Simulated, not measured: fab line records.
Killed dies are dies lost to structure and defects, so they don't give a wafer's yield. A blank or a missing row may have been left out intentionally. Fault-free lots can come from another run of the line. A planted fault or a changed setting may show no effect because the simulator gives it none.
fab line records	flow n5-finfet
record: lots: 12	wafers: 36	last-day: 17
route steps=1938 shown SPACER0@260 PAD_METAL@1893 PASSIVATION@1927 END@1938
lots that met no fault: from a run of the same line without faults
start-h: start of the lot's first displayed wafer, in hours after the record's first day	wait-h: how many hours have passed since the lot's step before this one	" identical to the entry in the row above	L1.1+2: a single row standing in for several wafers	- either no value or no given start	* or withheld: withheld	< > ~ a bound
route shown NAME@n: NAME is a module with steps in the file, n the number in the route of the first one	usual: mean/standard deviation of fault-free wafers	same: alike in all rows	chamber/n: place in a boat	sites: per-site readings	_std_site: how widely they spread, as a standard deviation	_edge_site: mean of outer sites minus mean of inner sites	radius-mm: how far each site lies from the wafer's centre	mask NAME#n: copy n	behind: the last tool/chamber to shape the wafer	hold: why the lot went on hold/how many hours it stayed there/how the hold came to an end	device: names the non-switching transistor (n, p or np)	end of line: tests of these same wafers at the route's end	for a step that has no rows: nothing shown but its recipe	killed: at the first sort, the dies lost to defects and structure; wafer yield is something else	map: a wafer's dies, marking killed ones x, the rest . and places with no die _
set.NAME: the setting as run; set.NAME@STEP: as run at that earlier step	model.NAME: the simulator's own value behind a step, which no gauge read
one table for each step of the route and one row for each wafer, over a sample of lots
services: the hour from which a tool's chamber was out of use, counted from the record's first day as start-h (under 0 if before that day), plus the number of hours and why
== steps ==
step: N5_SPACER0_ALD_08
recipe: material: SiNx	target-thk-a: 20	temp-c: 400	ald-precursor-family: SiH2I2	ald-co-reactant: N2/H2-plasma	pressure-torr: 2
usual: heater-power-outer-w: 482/54	heater-power-w: 806/100	susceptor-temp-C: 399.99/0.25
lot.wafer	tool	chamber	start-h	wait-h	heater-power-outer-w	heater-power-w	susceptor-temp-C
L419.1	ald-sin-03	0	47.70	0.1	469	762	400.21
L419.3	"	2	"	"	459	727	400.52
L419.6	"	1	"	"	574	1054	400.20
L421.1	ald-sin-04	3	60.23	0.1	504	822	400.03
L421.4	"	2	"	"	386	664	400.00
L421.6	"	0	"	"	435	709	400.04
L423.1	ald-sin-01	1	74.23	0.1	449	774	400.03
L423.2	"	3	"	"	582	895	399.57
L423.5	"	2	"	"	471	817	400.13
L425.1	ald-sin-04	1	84.66	0.1	475	784	399.98
L425.4	"	3	"	"	504	820	399.85
L425.5	"	2	"	"	386	646	400.56
L426.3	ald-sin-04	1	92.86	0.1	491	810	400.16
L426.5	"	2	"	"	382	646	400.09
L426.6	"	1	"	"	477	809	399.92
L427.1	ald-sin-01	1	96.16	0.1	440	756	399.94
L427.2	"	3	"	"	572	894	400.15
L427.5	"	3	"	"	570	886	399.98
L428.2	ald-sin-03	2	102.52	0.1	436	704	399.49
L428.3	"	0	"	"	462	770	400.28
L428.4	"	1	"	"	549	1016	400.56
L429.1	ald-sin-01	1	111.63	0.1	447	795	399.86
L429.2	"	2	"	"	450	863	399.87
L429.3	"	0	"	"	503	791	399.90
L430.1	ald-sin-01	0	116.65	0.1	511	787	399.70
L430.2	"	1	"	"	454	756	399.85
L430.3	"	2	"	"	466	849	399.71
L436.1	ald-sin-01	1	149.34	0.1	458	788	399.94
L436.2	"	3	"	"	555	908	399.78
L436.6	"	1	"	"	453	785	399.98
L439.3	ald-sin-03	1	170.82	0.1	550	989	400.18
L439.4	"	2	"	"	441	694	400.24
L439.5	"	0	"	"	457	774	400.02
L442.1	ald-sin-04	2	185.48	0.1	385	659	399.97
L442.2	"	3	"	"	492	834	400.08
L442.5	"	1	"	"	503	829	400.40
step: N5_PASSIVATION_DEGAS_18
recipe: ambient: vacuum	temp-c: 300	time-s: 60
usual: heater-power-w: 512/66	susceptor-temp-C: 300.01/0.19
lot.wafer	tool	chamber	start-h	wait-h	heater-power-w	susceptor-temp-C
L419.1	pvd-sputter-03	-	247.28	0.3	434	299.89
L419.3	"	-	"	"	525	300.00
L419.6	"	-	"	"	523	300.09
L421.1	pvd-sputter-02	-	255.32	0.4	427	300.05
L421.4	"	-	"	"	632	300.14
L421.6	"	-	"	"	513	299.88
L426.3	pvd-sputter-02	-	292.64	2.1	519	299.97
L426.5	"	-	"	"	510	300.23
L426.6	"	-	"	"	639	299.70
L425.1	pvd-sputter-02	-	293.78	0.1	517	299.98
L425.4	"	-	"	"	632	300.14
L425.5	"	-	"	"	425	299.89
L427.1	pvd-sputter-03	-	300.74	2.1	386	299.77
L427.2	"	-	"	"	528	300.05
L427.5	"	-	"	"	535	299.93
L423.1	pvd-sputter-02	-	301.75	0.2	501	299.92
L423.2	"	-	"	"	508	300.12
L423.5	"	-	"	"	525	300.06
L429.1	pvd-sputter-02	-	314.09	0.1	425	300.17
L429.2	"	-	"	"	651	300.00
L429.3	"	-	"	"	523	300.06
L428.2	pvd-sputter-03	-	315.53	1.0	432	299.71
L428.3	"	-	"	"	388	300.19
L428.4	"	-	"	"	548	300.09
L430.1	pvd-sputter-03	-	321.90	0.6	555	300.01
L430.2	"	-	"	"	431	300.20
L430.3	"	-	"	"	537	300.01
L436.1	pvd-sputter-01	-	364.17	0.5	482	300.24
L436.2	"	-	"	"	503	299.85
L436.6	"	-	"	"	592	300.29
L439.3	pvd-sputter-01	-	380.21	0.3	597	300.10
L439.4	"	-	"	"	471	300.01
L439.5	"	-	"	"	512	299.66
L442.1	pvd-sputter-01	-	398.34	0.3	590	300.28
L442.2	"	-	"	"	498	299.63
L442.5	"	-	"	"	497	299.63
step: N5_PASSIVATION_INSPECT_67
recipe: mode: adi	inspect-instrument: macro
usual: raw-defect-count: 2.0/1.3
lot.wafer	tool	chamber	start-h	wait-h	raw-defect-count
L419.1	defect-inspect-02	-	250.15	0.0	2
L419.3	"	-	"	"	3
L419.6	"	-	"	"	3
L421.1	defect-inspect-02	-	257.94	0.0	1
L421.4	"	-	"	"	3
L421.6	"	-	"	"	4
L426.3	defect-inspect-01	-	295.34	0.0	3
L426.5	"	-	"	"	2
L426.6	"	-	"	"	0
L425.1	defect-inspect-01	-	296.22	0.0	3
L425.4	"	-	"	"	2
L425.5	"	-	"	"	3
L427.1	defect-inspect-02	-	303.47	0.0	4
L427.2	"	-	"	"	3
L427.5	"	-	"	"	4
L423.1	defect-inspect-02	-	304.44	0.0	1
L423.2	"	-	"	"	2
L423.5	"	-	"	"	1
L429.1	defect-inspect-02	-	316.97	0.0	2
L429.2	"	-	"	"	1
L429.3	"	-	"	"	2
L428.2	defect-inspect-01	-	318.45	0.0	1
L428.3	"	-	"	"	4
L428.4	"	-	"	"	2
L430.1	defect-inspect-02	-	324.99	0.0	2
L430.2	"	-	"	"	2
L430.3	"	-	"	"	4
L436.1	defect-inspect-01	-	366.61	0.0	1
L436.2	"	-	"	"	4
L436.6	"	-	"	"	2
L439.3	defect-inspect-02	-	382.83	0.0	1
L439.4	"	-	"	"	1
L439.5	"	-	"	"	6
L442.1	defect-inspect-02	-	401.11	0.0	3
L442.2	"	-	"	"	1
L442.5	"	-	"	"	4
step: N5_PASSIVATION_PROBE_49
usual: defect-limited-yield: 91.3/1.5	killed_at_M0_to_M3: 34/11	killed_at_M4_up: 14/6.1	killed-at-contacts: 12/5.9	killed-at-front-end: 39/11	killed-at-other: 4/3.3	killed-dies: 102/18	killed-on-rim: 13/3.8	killed-open: 67/13	killed-short: 33/7.9	sort_bin_5_function: 5.1/1	sort_bin_6_memory: 3.3/0.7	sort_bin_8_speed: 0.1/0.69	sort-n-pass: 1077/19	sort-yield-pct: 91.3/1.6
same: gross-dies: 1180	killed-at-back-side: 0	sort_bin_4_leakage[%]: 0
lot.wafer	tool	chamber	start-h	wait-h	defect-limited-yield[%]	killed_at_M0_to_M3	killed_at_M4_up	killed-at-contacts	killed-at-front-end	killed-at-other	killed-dies	killed-on-rim	killed-open	killed-short	sort_bin_5_function[%]	sort_bin_6_memory[%]	sort_bin_8_speed[%]	sort-n-pass	sort-yield-pct[%]
L419.1	prober-01	-	253.54	0.0	90.3	36	9	16	52	1	114	12	76	34	5.0	4.1	0	1066	90.3
L419.3	prober-01	-	253.64	0.1	87.4	49	15	17	64	4	149	16	95	50	7.6	4.8	0	1031	87.4
L419.6	prober-01	-	253.79	0.3	90.6	58	13	7	31	2	111	11	69	42	6.3	2.9	0	1069	90.6
L421.1	prober-01	-	261.02	0.0	90.0	27	10	17	60	4	118	18	77	41	5.7	4.0	0	1062	90.0
L421.4	prober-01	-	261.17	0.2	90.8	36	8	13	46	6	109	14	66	42	5.0	3.9	0	1071	90.8
L421.6	prober-01	-	261.27	0.3	92.5	19	18	6	42	4	89	17	54	28	4.2	2.6	0	1091	92.5
L426.3	prober-01	-	298.52	0.1	93.3	10	15	9	37	8	79	13	58	19	3.6	2.9	0	1101	93.3
L426.5	prober-01	-	298.62	0.2	93.1	17	13	4	41	6	81	8	54	25	3.8	3.0	0	1099	93.1
L426.6	prober-01	-	298.67	0.3	89.9	23	26	12	56	2	119	18	74	43	5.8	4.0	0	1061	89.9
L425.1	prober-02	-	299.30	0.0	89.7	37	9	17	55	3	121	15	71	48	5.7	4.0	0	1059	89.7
L425.4	prober-02	-	299.45	0.2	90.5	30	16	9	55	2	112	19	71	40	5.3	4.0	0	1068	90.5
L425.5	prober-02	-	299.50	0.2	89.7	34	24	7	50	6	121	17	83	37	7.2	2.6	0	1059	89.7
L427.1	prober-01	-	306.55	0.0	91.0	38	11	12	41	4	106	10	70	36	5.0	3.8	0	1074	91.0
L427.2	prober-01	-	306.60	0.1	91.7	21	19	12	40	6	98	18	71	27	5.2	3.0	0	1082	91.7
L427.5	prober-01	-	306.75	0.2	89.4	29	24	10	60	2	125	16	96	29	6.4	4.1	0	1055	89.4
L423.1	prober-01	-	307.74	0.0	88.0	27	21	24	63	7	142	17	93	47	6.6	5.1	0	1038	88.0
L423.2	prober-01	-	307.79	0.1	91.0	38	10	13	40	5	106	17	59	45	5.3	3.1	0	1074	91.0
L423.5	prober-01	-	307.94	0.2	92.2	30	18	13	28	3	92	13	59	29	5.1	2.7	0	1088	92.2
L429.1	prober-02	-	320.05	0.0	93.1	19	10	8	40	4	81	11	50	27	3.8	2.6	0	1099	93.1
L429.2	prober-02	-	320.10	0.1	92.3	19	17	14	40	1	91	16	67	20	4.3	3.2	0	1089	92.3
L429.3	prober-02	-	320.15	0.1	91.3	26	28	11	35	3	103	13	71	32	5.6	3.0	0	1077	91.3
L428.2	prober-01	-	322.07	0.1	92.1	30	17	11	27	8	93	12	56	32	4.9	2.7	0	1087	92.1
L428.3	prober-01	-	322.12	0.1	91.2	44	12	13	33	2	104	14	66	34	5.5	3.1	0	1076	91.2
L428.4	prober-01	-	322.17	0.2	91.1	33	11	17	44	0	105	6	67	37	5.2	3.6	0	1075	91.1
L430.1	prober-01	-	328.07	0.0	87.2	48	9	7	82	5	151	59	70	33	5.8	2.8	0	1029	87.2
L430.2	prober-01	-	328.12	0.1	85.2	50	14	18	72	21	175	53	94	48	7.0	4.7	0	1005	85.2
L430.3	prober-01	-	328.17	0.1	86.3	59	13	16	65	9	162	44	80	41	5.4	4.2	0	1018	86.3
L436.1	prober-01	-	370.04	0.0	87.8	34	16	12	77	5	144	49	61	46	4.4	4.4	0	1036	87.8
L436.2	prober-01	-	370.09	0.1	89.8	20	14	10	68	8	120	41	46	33	4.2	2.7	8.0	966	81.9
L436.6	prober-01	-	370.29	0.3	86.9	35	20	16	81	3	155	58	73	32	4.6	4.2	0	1025	86.9
L439.3	prober-02	-	386.02	0.1	92.5	19	25	16	25	4	89	11	61	28	4.5	2.7	0	1091	92.5
L439.4	prober-02	-	386.07	0.2	91.6	29	11	27	30	2	99	15	77	22	5.1	3.1	0	1081	91.6
L439.5	prober-02	-	386.12	0.2	91.0	32	20	30	23	1	106	17	69	36	5.7	3.0	0	1074	91.0
L442.1	prober-01	-	404.19	0.0	90.3	35	14	13	53	0	115	11	86	27	6.0	3.7	0	1065	90.3
L442.2	prober-01	-	404.24	0.1	92.9	30	14	10	28	2	84	8	55	24	4.4	2.6	0	1096	92.9
L442.5	prober-01	-	404.39	0.2	90.8	41	5	9	52	1	108	15	65	41	5.0	3.8	0	1072	90.8
killed by level:class
L419.1 STI_FIN_REVEAL:geometric-particle:open=18 MOL_CONTACT_COAG:geometric-particle:open=12 FIN_SAQP:geometric-particle:short=9 BEOL_M2:geometric-particle:open=9 BEOL_M3:geometric-particle:open=8 BEOL_M1:geometric-particle:open=6 GATE_CUT:geometric-particle:open=4 GATE_CUT:geometric-particle:short=4
L419.3 STI_FIN_REVEAL:geometric-particle:open=27 FIN_SAQP:geometric-particle:short=13 BEOL_M0_SAQP:geometric-particle:open=12 MOL_CONTACT_COAG:geometric-particle:open=10 BEOL_M1:geometric-particle:open=10 BEOL_M0_SAQP:geometric-particle:short=8 FIN_SAQP:geometric-particle:open=7 MOL_CONTACT_COAG:geometric-particle:short=7
L419.6 BEOL_M0_SAQP:geometric-particle:open=19 BEOL_M0_SAQP:geometric-particle:short=14 STI_FIN_REVEAL:geometric-particle:open=11 BEOL_M4:geometric-particle:open=10 BEOL_M1:geometric-particle:open=10 MOL_CONTACT_COAG:geometric-particle:open=5 BEOL_M1:geometric-particle:short=5 FIN_SAQP:geometric-particle:short=4
L421.1 FIN_SAQP:geometric-particle:open=14 FIN_SAQP:geometric-particle:short=13 STI_FIN_REVEAL:geometric-particle:open=12 MOL_CONTACT_COAG:geometric-particle:open=12 BEOL_M0_SAQP:geometric-particle:open=9 STARTING-WAFER:geometric-particle:short=7 BEOL_M0:geometric-particle:open=6 BEOL_M3:geometric-particle:open=6
L421.4 MOL_CONTACT_COAG:geometric-particle:open=11 FIN_SAQP:geometric-particle:short=10 FIN_SAQP:geometric-particle:open=9 GATE_CUT:geometric-particle:short=8 GATE_CUT:geometric-particle:open=6 BEOL_M0_SAQP:geometric-particle:short=6 BEOL_M0:geometric-particle:open=6 BEOL_M2:geometric-particle:open=6
L421.6 FIN_SAQP:geometric-particle:short=10 FIN_SAQP:geometric-particle:open=10 BEOL_M4:geometric-particle:open=6 HKMG_FIN:area-etch=6 MOL_CONTACT_COAG:geometric-particle:open=5 BEOL_M2:geometric-particle:open=5 BEOL_M7:geometric-particle:open=4 DUMMY_GATE:geometric-particle:open=3
L426.3 FIN_SAQP:geometric-particle:open=10 STI_FIN_REVEAL:geometric-particle:open=9 MOL_CONTACT_COAG:geometric-particle:open=8 PASS1_CAP:geometric-particle:open=4 STARTING-WAFER:geometric-particle:open=4 STARTING-WAFER:geometric-particle:short=4 FIN_SAQP:geometric-particle:short=3 BEOL_M1:geometric-particle:open=3
L426.5 FIN_SAQP:geometric-particle:open=14 STI_FIN_REVEAL:geometric-particle:open=11 FIN_SAQP:geometric-particle:short=5 MOL_CONTACT_COAG:geometric-particle:open=4 BEOL_M1:geometric-particle:open=4 BEOL_M3:geometric-particle:open=3 BEOL_M2:geometric-particle:short=3 BEOL_M5:geometric-particle:open=3
L426.6 STI_FIN_REVEAL:geometric-particle:open=14 FIN_SAQP:geometric-particle:open=13 FIN_SAQP:geometric-particle:short=9 BEOL_M4:geometric-particle:short=8 BEOL_M5:geometric-particle:open=8 MOL_CONTACT_COAG:geometric-particle:open=7 BEOL_M1:geometric-particle:open=6 MOL_CONTACT_COAG:geometric-particle:short=5
L425.1 FIN_SAQP:geometric-particle:short=16 FIN_SAQP:geometric-particle:open=12 MOL_CONTACT_COAG:geometric-particle:open=12 STI_FIN_REVEAL:geometric-particle:open=9 BEOL_M3:geometric-particle:open=9 BEOL_M2:geometric-particle:open=6 BEOL_M3:geometric-particle:short=6 MOL_CONTACT_COAG:geometric-particle:short=5
L425.4 FIN_SAQP:geometric-particle:short=12 BEOL_M3:geometric-particle:open=12 STI_FIN_REVEAL:geometric-particle:open=11 FIN_SAQP:geometric-particle:open=9 MOL_CONTACT_COAG:geometric-particle:open=9 GATE_CUT:geometric-particle:short=8 GATE_CUT:geometric-particle:open=6 BEOL_M4:geometric-particle:open=6
L425.5 BEOL_M2:geometric-particle:open=12 FIN_SAQP:geometric-particle:open=9 FIN_SAQP:geometric-particle:short=9 BEOL_M4:geometric-particle:open=9 STI_FIN_REVEAL:geometric-particle:open=6 GATE_CUT:geometric-particle:open=6 BEOL_M0_SAQP:geometric-particle:open=6 MOL_CONTACT_COAG:geometric-particle:open=5
L427.1 MOL_CONTACT_COAG:geometric-particle:open=11 STI_FIN_REVEAL:geometric-particle:open=8 BEOL_M4:geometric-particle:open=8 FIN_SAQP:geometric-particle:short=7 BEOL_M0_SAQP:geometric-particle:short=7 BEOL_M2:geometric-particle:open=7 GATE_CUT:geometric-particle:short=6 BEOL_M3:geometric-particle:open=6
L427.2 MOL_CONTACT_COAG:geometric-particle:open=10 FIN_SAQP:geometric-particle:open=9 BEOL_M5:geometric-particle:open=9 BEOL_M3:geometric-particle:open=7 STARTING-WAFER:geometric-particle:open=6 STI_FIN_REVEAL:geometric-particle:open=5 FIN_SAQP:geometric-particle:short=3 DUMMY_GATE:geometric-particle:open=3
L427.5 FIN_SAQP:geometric-particle:open=25 BEOL_M4:geometric-particle:open=16 STI_FIN_REVEAL:geometric-particle:open=15 BEOL_M3:geometric-particle:open=13 BEOL_M0_SAQP:geometric-particle:short=8 FIN_SAQP:geometric-particle:short=7 MOL_CONTACT_COAG:geometric-particle:open=6 MOL_CONTACT_COAG:geometric-particle:short=4
L423.1 MOL_CONTACT_COAG:geometric-particle:open=19 STI_FIN_REVEAL:geometric-particle:open=14 GATE_CUT:geometric-particle:open=10 FIN_SAQP:geometric-particle:open=9 GATE_CUT:geometric-particle:short=9 BEOL_M4:geometric-particle:short=9 BEOL_M4:geometric-particle:open=7 BEOL_M1:geometric-particle:open=7
L423.2 FIN_SAQP:geometric-particle:open=14 MOL_CONTACT_COAG:geometric-particle:open=12 BEOL_M3:geometric-particle:short=12 BEOL_M0_SAQP:geometric-particle:open=10 GATE_CUT:geometric-particle:short=8 FIN_SAQP:geometric-particle:short=7 BEOL_M0_SAQP:geometric-particle:short=6 BEOL_M3:geometric-particle:open=3
L423.5 MOL_CONTACT_COAG:geometric-particle:open=11 BEOL_M4:geometric-particle:open=11 BEOL_M0_SAQP:geometric-particle:open=9 BEOL_M3:geometric-particle:open=7 FIN_SAQP:geometric-particle:short=5 STARTING-WAFER:geometric-particle:short=5 FIN_SAQP:geometric-particle:open=4 STI_FIN_REVEAL:geometric-particle:open=4
L429.1 MOL_CONTACT_COAG:geometric-particle:open=8 STI_FIN_REVEAL:geometric-particle:open=7 FIN_SAQP:geometric-particle:short=6 BEOL_M4:geometric-particle:open=6 FIN_SAQP:geometric-particle:open=5 BEOL_M0_SAQP:geometric-particle:short=5 STARTING-WAFER:geometric-particle:open=5 BEOL_M2:geometric-particle:open=4
L429.2 MOL_CONTACT_COAG:geometric-particle:open=12 FIN_SAQP:geometric-particle:open=10 STI_FIN_REVEAL:geometric-particle:open=9 BEOL_M4:geometric-particle:open=6 BEOL_M0_SAQP:geometric-particle:open=5 FIN_SAQP:geometric-particle:short=4 DUMMY_GATE:geometric-particle:open=4 BEOL_M0_SAQP:geometric-particle:short=3
L429.3 BEOL_M4:geometric-particle:open=14 STI_FIN_REVEAL:geometric-particle:open=10 MOL_CONTACT_COAG:geometric-particle:open=9 BEOL_M0_SAQP:geometric-particle:short=6 FIN_SAQP:geometric-particle:open=5 BEOL_M4:geometric-particle:short=5 BEOL_M3:geometric-particle:open=5 FIN_SAQP:geometric-particle:short=4
L428.2 FIN_SAQP:geometric-particle:open=8 MOL_CONTACT_COAG:geometric-particle:open=7 BEOL_M0_SAQP:geometric-particle:open=7 BEOL_M3:geometric-particle:open=7 BEOL_M0_SAQP:geometric-particle:short=6 BEOL_M2:geometric-particle:open=5 PAD_METAL:geometric-particle:short=5 FIN_SAQP:geometric-particle:short=4
L428.3 BEOL_M3:geometric-particle:open=11 BEOL_M0_SAQP:geometric-particle:open=10 MOL_CONTACT_COAG:geometric-particle:open=8 BEOL_M0_SAQP:geometric-particle:short=8 FIN_SAQP:geometric-particle:open=7 FIN_SAQP:geometric-particle:short=7 GATE_CUT:geometric-particle:short=4 MOL_CONTACT_COAG:geometric-particle:short=4
L428.4 MOL_CONTACT_COAG:geometric-particle:open=14 GATE_CUT:geometric-particle:short=11 BEOL_M0_SAQP:geometric-particle:open=9 BEOL_M0_SAQP:geometric-particle:short=8 BEOL_M3:geometric-particle:open=7 STI_FIN_REVEAL:geometric-particle:open=6 GATE_CUT:geometric-particle:open=6 FIN_SAQP:geometric-particle:short=5
L430.1 SPACER0:area-ald=45 BEOL_M0_SAQP:geometric-particle:open=12 GATE_CUT:geometric-particle:open=12 BEOL_M1:geometric-particle:open=8 BEOL_M0:geometric-particle:open=7 FIN_SAQP:geometric-particle:open=6 BEOL_M0_SAQP:geometric-particle:short=6 BEOL_M1:geometric-particle:short=6
L430.2 SPACER0:area-ald=32 MOL_CONTACT_COAG:geometric-particle:open=14 BEOL_M0_SAQP:geometric-particle:short=11 STI_FIN_REVEAL:geometric-particle:open=9 BEOL_M1:geometric-particle:open=9 BEOL_M0_SAQP:geometric-particle:open=9 BEOL_M3:geometric-particle:open=7 FIN_SAQP:geometric-particle:open=5
L430.3 SPACER0:area-ald=41 MOL_CONTACT_COAG:geometric-particle:open=13 BEOL_M0_SAQP:geometric-particle:open=13 BEOL_M0_SAQP:geometric-particle:short=11 BEOL_M3:geometric-particle:open=11 BEOL_M1:geometric-particle:open=10 BEOL_M1:geometric-particle:short=7 DUMMY_GATE:geometric-particle:open=5
L436.1 SPACER0:area-ald=34 FIN_SAQP:geometric-particle:short=16 BEOL_M0_SAQP:geometric-particle:open=11 BEOL_M0_SAQP:geometric-particle:short=9 DUMMY_GATE:geometric-particle:open=7 MOL_CONTACT_COAG:geometric-particle:open=7 FIN_SAQP:geometric-particle:open=6 MOL_CONTACT_COAG:geometric-particle:short=5
L436.2 SPACER0:area-ald=35 MOL_CONTACT_COAG:geometric-particle:open=8 FIN_SAQP:geometric-particle:short=7 STI_FIN_REVEAL:geometric-particle:open=7 BEOL_M5:geometric-particle:open=6 BEOL_M0_SAQP:geometric-particle:short=5 FIN_SAQP:geometric-particle:open=4 STARTING-WAFER:geometric-particle:short=4
L436.6 SPACER0:area-ald=49 MOL_CONTACT_COAG:geometric-particle:open=13 FIN_SAQP:geometric-particle:short=9 BEOL_M1:geometric-particle:open=8 BEOL_M0_SAQP:geometric-particle:open=7 FIN_SAQP:geometric-particle:open=6 BEOL_M2:geometric-particle:open=6 BEOL_M0_SAQP:geometric-particle:short=5
L439.3 BEOL_M4:geometric-particle:open=15 MOL_CONTACT_COAG:geometric-particle:open=11 FIN_SAQP:geometric-particle:open=7 BEOL_M3:geometric-particle:open=7 FIN_SAQP:geometric-particle:short=5 MOL_CONTACT_COAG:geometric-particle:short=5 BEOL_M0_SAQP:geometric-particle:open=3 BEOL_M1:geometric-particle:open=3
L439.4 MOL_CONTACT_COAG:geometric-particle:open=23 FIN_SAQP:geometric-particle:open=14 BEOL_M1:geometric-particle:open=10 BEOL_M0_SAQP:geometric-particle:open=8 BEOL_M4:geometric-particle:open=7 MOL_CONTACT_COAG:geometric-particle:short=4 BEOL_M0_SAQP:geometric-particle:short=4 DUMMY_GATE:geometric-particle:open=3
L439.5 MOL_CONTACT_COAG:geometric-particle:open=21 MOL_CONTACT_COAG:geometric-particle:short=9 BEOL_M3:geometric-particle:open=8 BEOL_M4:geometric-particle:open=8 FIN_SAQP:geometric-particle:short=6 BEOL_M2:geometric-particle:open=6 BEOL_M0:geometric-particle:open=5 FIN_SAQP:geometric-particle:open=4
L442.1 STI_FIN_REVEAL:geometric-particle:open=21 BEOL_M3:geometric-particle:open=12 MOL_CONTACT_COAG:geometric-particle:open=11 ILD0:geometric-particle:short=8 BEOL_M1:geometric-particle:open=8 BEOL_M2:geometric-particle:open=6 FIN_SAQP:geometric-particle:open=5 BEOL_M0_SAQP:geometric-particle:open=5
L442.2 BEOL_M3:geometric-particle:open=11 STI_FIN_REVEAL:geometric-particle:open=9 MOL_CONTACT_COAG:geometric-particle:open=8 BEOL_M0_SAQP:geometric-particle:open=4 BEOL_M0_SAQP:geometric-particle:short=4 BEOL_M4:geometric-particle:open=4 FIN_SAQP:geometric-particle:open=3 FIN_SAQP:geometric-particle:short=3
L442.5 STI_FIN_REVEAL:geometric-particle:open=14 BEOL_M3:geometric-particle:open=11 FIN_SAQP:geometric-particle:short=8 GATE_CUT:geometric-particle:short=8 BEOL_M0_SAQP:geometric-particle:short=8 BEOL_M0_SAQP:geometric-particle:open=6 FIN_SAQP:geometric-particle:open=5 MOL_CONTACT_COAG:geometric-particle:open=5
step: N5_PASSIVATION_INSPECT_57
recipe: inspect-instrument: macro	mode: outgoing
usual: raw-defect-count: 1.8/1.3
lot.wafer	tool	chamber	start-h	wait-h	raw-defect-count
L419.1	defect-inspect-02	-	253.90	0.0	2
L419.3	"	-	"	"	6
L419.6	"	-	"	"	2
L421.1	defect-inspect-02	-	261.38	0.0	0
L421.4	"	-	"	"	0
L421.6	"	-	"	"	1
L426.3	defect-inspect-01	-	298.77	0.0	0
L426.5	"	-	"	"	2
L426.6	"	-	"	"	0
L425.1	defect-inspect-02	-	299.65	0.0	3
L425.4	"	-	"	"	1
L425.5	"	-	"	"	0
L427.1	defect-inspect-01	-	306.90	0.0	1
L427.2	"	-	"	"	2
L427.5	"	-	"	"	3
L423.1	defect-inspect-01	-	308.09	0.0	1
L423.2	"	-	"	"	0
L423.5	"	-	"	"	1
L429.1	defect-inspect-01	-	320.40	0.0	0
L429.2	"	-	"	"	1
L429.3	"	-	"	"	1
L428.2	defect-inspect-02	-	322.38	0.0	0
L428.3	"	-	"	"	2
L428.4	"	-	"	"	2
L430.1	defect-inspect-01	-	328.43	0.0	1
L430.2	"	-	"	"	3
L430.3	"	-	"	"	1
L436.1	defect-inspect-02	-	370.40	0.0	0
L436.2	"	-	"	"	4
L436.6	"	-	"	"	2
L439.3	defect-inspect-01	-	386.27	0.0	1
L439.4	"	-	"	"	1
L439.5	"	-	"	"	1
L442.1	defect-inspect-02	-	404.54	0.0	1
L442.2	"	-	"	"	1
L442.5	"	-	"	"	6
== services ==
tool	chamber	start-h	hours	kind
ald-sin-04	-	27.73	6.0	pm
ald-sin-03	1	37.68	4.0	repair
ald-sin-01	1	47.00	7.8	repair
pvd-sputter-03	-	55.67	2.4	repair
ald-sin-03	-	85.25	14.0	pm
ald-sin-01	1	173.81	11.8	repair
ald-sin-03	-	217.38	14.6	pm
ald-sin-01	-	237.60	6.0	pm
ald-sin-01	-	253.18	2.8	pm
ald-sin-04	-	268.25	14.0	pm
ald-sin-01	0	278.13	7.6	repair
pvd-sputter-01	-	290.79	0.8	repair
pvd-sputter-01	-	294.87	7.9	repair
ald-sin-03	3	299.76	5.6	repair
ald-sin-01	-	315.52	0.7	repair
ald-sin-04	1	315.69	12.6	repair
pvd-sputter-02	-	330.33	4.9	repair
ald-sin-03	-	332.24	6.1	pm
ald-sin-04	2	334.34	20.8	repair
ald-sin-03	3	341.53	3.6	repair
ald-sin-03	3	366.44	8.3	repair
ald-sin-01	-	373.75	14.0	pm
ald-sin-01	0	373.75	14.0	vent-cycle
ald-sin-04	1	386.98	12.6	repair
== key ==
first-sign: step: N5_PASSIVATION_PROBE_49	reading: sort-n-pass	direction: down	sigmas: 3.4	usual: 1077	struck: 1013	wafers-moved: 5
effect: step: N5_PASSIVATION_PROBE_49	reading: sort-yield-pct	direction: down	sigmas: 3.4	usual: 91.3	struck: 85.9	wafers-moved: 5
more-kills-born-at: N5_SPACER0_ALD_08@ald-sin-01: 236
met-at N5_SPACER0_ALD_08
struck-lots L430,L436
not-acting-at N5_PASSIVATION_DEGAS_18,N5_PASSIVATION_INSPECT_67,N5_PASSIVATION_INSPECT_57
onset-between 111.63 116.65
fault: kind: site-profile-drift	tool: ald-sin-01	chamber: -	onset-h: 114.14	steps: N5_SPACER0_ALD_08	basis: fraction	max-abs-drift: 0.33004	slope-share-per-hr: 73.342	site-pattern: 0,0,0,0,0,-1,-1,-1,-1
